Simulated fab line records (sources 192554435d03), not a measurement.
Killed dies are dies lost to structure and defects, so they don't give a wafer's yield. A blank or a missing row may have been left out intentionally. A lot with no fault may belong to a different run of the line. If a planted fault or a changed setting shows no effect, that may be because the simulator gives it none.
The same fault as seen by 3 desks ; flow n5-finfet ; each desk has only its own numbers; what lay behind them comes last

## AT THE METROLOGY DESK
What the gauges read for every lot (on any tool): the sampled wafers with a number, averaged. The brackets show how far a lot's mean lies from the usual mean; more than 4 standard deviations puts the lot out of limits, marked OUT. 7 of its 12 readings are shown, namely those furthest out on some lot.
Columns: A = DIBL_N at N5_BEOL_M4_RC_MEAS_101, usual 36.2 mV/V; B = IOFF_N at N5_BEOL_M4_RC_MEAS_101, usual 0.16 nA/um; C = IOFF_P at N5_BEOL_M4_RC_MEAS_101, usual 0.22 nA/um; D = ION_N at N5_BEOL_M4_RC_MEAS_101, usual 675 uA/um; E = SS_N at N5_BEOL_M4_RC_MEAS_101, usual 71.5 mV/dec; F = VT_N at N5_BEOL_M4_RC_MEAS_101, usual 250 mV; G = VT_P at N5_BEOL_M4_RC_MEAS_101, usual -249 mV
lot;first seen here;A;B;C;D;E;F;G
L223;day 3 11:50;37.1;0.18;0.21;683;71.4;248;-250
L224;day 3 14:12;34.3;0.13;0.23;659;71.4;253;-246
L237;day 6 19:50;35.9;0.14;0.20;673;71.1;249;-248
L238;day 7 01:41;38.3;0.21;0.26;695;72.5;246;-247
L242;day 8 01:34;36.9;0.17;0.22;677;72.0;251;-250
L246;day 8 23:52;33.8;0.12;0.16;670;70.7;256;-255
This desk's finding: nothing out of limits on any of the 6 lots.

## TOOL OWNER'S DESK, rie-diel-02
The tool's own readings at N5_SD_EPI_P_ETCHBACK_46 (etches SiNx in CH3F/O2, stops on SiO2, target depth 17.5 nm): means of the sampled wafers that have a number, for each lot that ran on this tool. The brackets show how far a lot's mean lies from the usual mean; more than 4 standard deviations puts the lot out of limits, marked OUT.
Columns: A = drypump-motor-current-A at N5_SD_EPI_P_ETCHBACK_46, usual 5.9 A; B = oes-product-au at N5_SD_EPI_P_ETCHBACK_46, usual 0.68 a.u.; C = rf-vpp-V at N5_SD_EPI_P_ETCHBACK_46, usual 294 V; D = showerhead-plenum-p-Torr at N5_SD_EPI_P_ETCHBACK_46, usual 1.98 Torr; E = throttle-valve-pct at N5_SD_EPI_P_ETCHBACK_46, usual 16.27 %
lot;first seen here;A;B;C;D;E
L224;day 3 14:43;5.7;0.72;295;2.02;16.20
L237;day 6 20:20;6.0;0.72;298;2.01;16.22
L238;day 7 02:31;5.7;0.70;294;2.02;16.25
This desk's finding: nothing out of limits on any of the 3 lots.

## THE DEFECT DESK
What the inspections along the route counted, lot by lot: means of the sampled wafers that have a number. The brackets show how far a lot's mean lies from the usual mean; more than 4 standard deviations puts the lot out of limits, marked OUT.
Columns: A = raw-defect-count at N5_SD_EPI_P_INSPECT_11, usual 2.2
lot;first seen here;A
L223;day 3 11:53;0.7
L224;day 3 14:16;1.0
L237;day 6 19:53;1.7
L238;day 7 01:44;3.0
L242;day 8 01:37;1.0
L246;day 8 23:55;2.7
This desk's finding: nothing out of limits on any of the 6 lots.

## TAKEN TOGETHER
The metrology desk saw nothing out of limits.
The desk of the tool owner found nothing out of limits.
The defect desk saw nothing out of limits.

## WHAT THE SIMULATOR PUT IN
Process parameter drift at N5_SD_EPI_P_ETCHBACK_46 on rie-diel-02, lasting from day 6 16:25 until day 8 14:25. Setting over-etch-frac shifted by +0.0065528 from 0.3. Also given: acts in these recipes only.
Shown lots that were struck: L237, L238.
